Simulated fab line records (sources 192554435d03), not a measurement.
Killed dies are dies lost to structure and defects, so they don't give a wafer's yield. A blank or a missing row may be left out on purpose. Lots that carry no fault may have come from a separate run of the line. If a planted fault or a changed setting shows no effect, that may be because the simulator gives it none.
Comparing a struck lot with a sound one	flow n5Finfet	15 out of 1938 route steps
Sound: these wafers, L208.2, L208.3, L208.5. Struck: wafer L215.6. (L215.2, L215.3 of the same lot were not struck and are left out.) The cause comes at the end.
For every step that has rows: the tool of each side, followed by ch and its chambers, followed by its first start. Under that, the readings that differ: sound wafers	struck wafers	difference of the means	sigmas: that difference in standard deviations of wafers without a fault.
alike: words and numbers the same on both sides, and readings whose means are apart by under 2 such deviations; not compared: readings that were withheld, readings missing a value for some wafer, numbers with overlapping values and no deviation given by the record, and bounds like >300 which may hide the same value.
Wherever a step has rows on one side only, a row that says differs or no value, or a row with sigmas, the two part there. Non-overlapping numbers with no deviation appear without sigmas and do not part them. A reading that every wafer of one side lacks parts them only if that side has two wafers or more.

first, 7 steps without rows for these wafers: N5_BEOL_M12_COAT_22 (resist thk 300 nm); N5_BEOL_M12_EBR_24; N5_BEOL_M12_SOFTBAKE_23 (time 60 s); N5_BEOL_M12_EXPOSE_25 (exposes mask M12); N5_BEOL_M12_PEB_26 (peb time 90 s); N5_BEOL_M12_DEVELOP_27 (develop time 45 s); N5_BEOL_M12_HARDBAKE_32 (time 120 s).
N5_BEOL_M12_CD_MEAS_28: target cd 160.2 nm.
  sound on cdSem-02 ch 0, day 10 18:25; struck on cdSem-02 ch 0, day 12 02:11
  alike: cdNm
N5_BEOL_M12_OVL_MEAS_29:
  sound on overlay-02 ch 0, day 10 18:26; struck on overlay-02 ch 0, day 12 02:13
  alike: M12_OVL
N5_BEOL_M12_INSPECT_30: inspects for defects (macro).
  sound on defectInspect-02 at day 10 18:28; struck on defectInspect-02 at day 12 02:14
  alike: rawDefectCount
N5_BEOL_M12_DESCUM_33: chemistry O2, time 7.9 s.
  sound on rieDiel-05 ch 0,1, day 10 18:30; struck on rieDiel-06 ch 0, day 12 02:16
  alike: drypumpMotorCurrentA, oesProductAu, rfVppV, showerheadPlenumPTorr, throttleValvePct
  not compared: rfHoursCounterH
N5_BEOL_M12_ETCH_67: etches SiARC in CF4, target depth 143 nm, time 238.3 s.
  sound on rieDiel-05 ch 0,1, day 10 18:32; struck on rieDiel-06 ch 0, day 12 02:18
  alike: biasW, cf4FlowSccm, drypumpMotorCurrentA, etchRfOnTimeS, oesProductAu, rfVppV, showerheadPlenumPTorr, throttleValvePct
  not compared: rfHoursCounterH
N5_BEOL_M12_ETCH_68: etches SOC in N2/H2, time 285 s.
  sound on rieDiel-05 ch 0,1, day 10 18:41; struck on rieDiel-06 ch 0, day 12 02:27
reading	sound	struck	difference	sigmas
model.SiARC_of_BEOL_M12_COAT_66.thkNm (nm)	85 85.6 85.4	84.2	-1.1	
  alike: biasW, drypumpMotorCurrentA, oesProductAu, rfVppV, showerheadPlenumPTorr, throttleValvePct
  not compared: rfHoursCounterH
then, 1 step without rows for these wafers: N5_BEOL_M12_STRIP_69 (strips in N2/H2).
N5_PASSIVATION_PROBE_49:
  record: rows for the struck wafers here (prober-01, day 13 22:33), none for the sound ones

== WHERE THEY PART ==
Within this record, at N5_PASSIVATION_PROBE_49 only.

WHY: whatever the simulator had introduced
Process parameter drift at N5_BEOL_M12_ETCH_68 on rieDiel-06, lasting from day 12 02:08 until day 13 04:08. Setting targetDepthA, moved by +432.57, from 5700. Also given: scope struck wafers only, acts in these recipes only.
